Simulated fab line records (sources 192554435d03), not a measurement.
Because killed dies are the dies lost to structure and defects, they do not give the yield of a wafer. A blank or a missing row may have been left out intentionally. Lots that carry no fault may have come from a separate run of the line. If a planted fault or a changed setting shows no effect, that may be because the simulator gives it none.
Matching of chambers	flow n5Finfet	N5_BEOL_M0_SAQP_ILD_DEP_01 on pecvd-01 has 3 sister chambers
The step deposits SiOC from DEMS/O2, target thk 45.419 nm, time 8.7 s. 14 wafers are shown with their chamber, then 7 later ones without.

== EACH WAFER AND ITS CHAMBER ==
wafer	chamber	throttleValvePct (%)	heaterPowerW (W)	showerheadPlenumPTorr (Torr)
L078.1	0	11.5	468	5.709
L078.4	0	11.6	457	5.709
L078.6	2	12.6	385	5.711
L080.1	0	11.5	405	5.714
L080.3	2	12.8	427	5.704
L080.4	2	12.8	430	5.717
L084.2	2	12.7	420	5.695
L084.4	2	12.5	426	5.706
L084.5	2	12.9	424	5.710
L086.2	2	12.5	402	5.710
L086.4	2	12.8	402	5.727
L086.5	1	11.2	468	5.701
L088.1	0	11.6	477	5.707
L088.2	2	12.4	406	5.716

SIGNATURES, as means of the wafers listed above
reading	chamber 0	chamber 1	chamber 2	scatter within a chamber
throttleValvePct	11.550	11.200	12.667	0.151
heaterPowerW	451.75	468.00	413.56	21.3
showerheadPlenumPTorr	5.70975	5.70100	5.71067	0.00783
Rule: a wafer lies at a distance from a chamber equal to the root of the sum of squares, over the readings, of (its reading less the chamber's mean, divided by the reading's scatter). If the next closest chamber is less than 2 further off than the closest, the wafer can't be placed; otherwise it belongs to the closest. The scatter: take each reading less its chamber's mean, square it, sum over the shown wafers, divide by the number of wafers less the number of chambers, and take the root.

== WAFERS MISSING THEIR CHAMBER ==
wafer	throttleValvePct (%)	heaterPowerW (W)	showerheadPlenumPTorr (Torr)
L088.5	11.5	452	5.696
L090.1	11.1	471	5.681
L090.4	11.7	454	5.720
L090.6	11.1	478	5.683
L091.1	11.3	433	5.708
L091.2	11.1	465	5.707
L091.4	11.3	465	5.695

== WHICH CHAMBER EACH WENT THROUGH ==
wafer	from the rows above	in truth
L088.5	can't be placed: 0 or 1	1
L090.1	1	1
L090.4	0	0
L090.6	1	1
L091.1	can't be placed: 0 or 1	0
L091.2	1	1
L091.4	can't be placed: 1 or 0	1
Correctly placed: 4 of 7. Unplaceable from these rows: 3, with the true chamber sitting among the candidates in 3. Placed wrongly: 0.
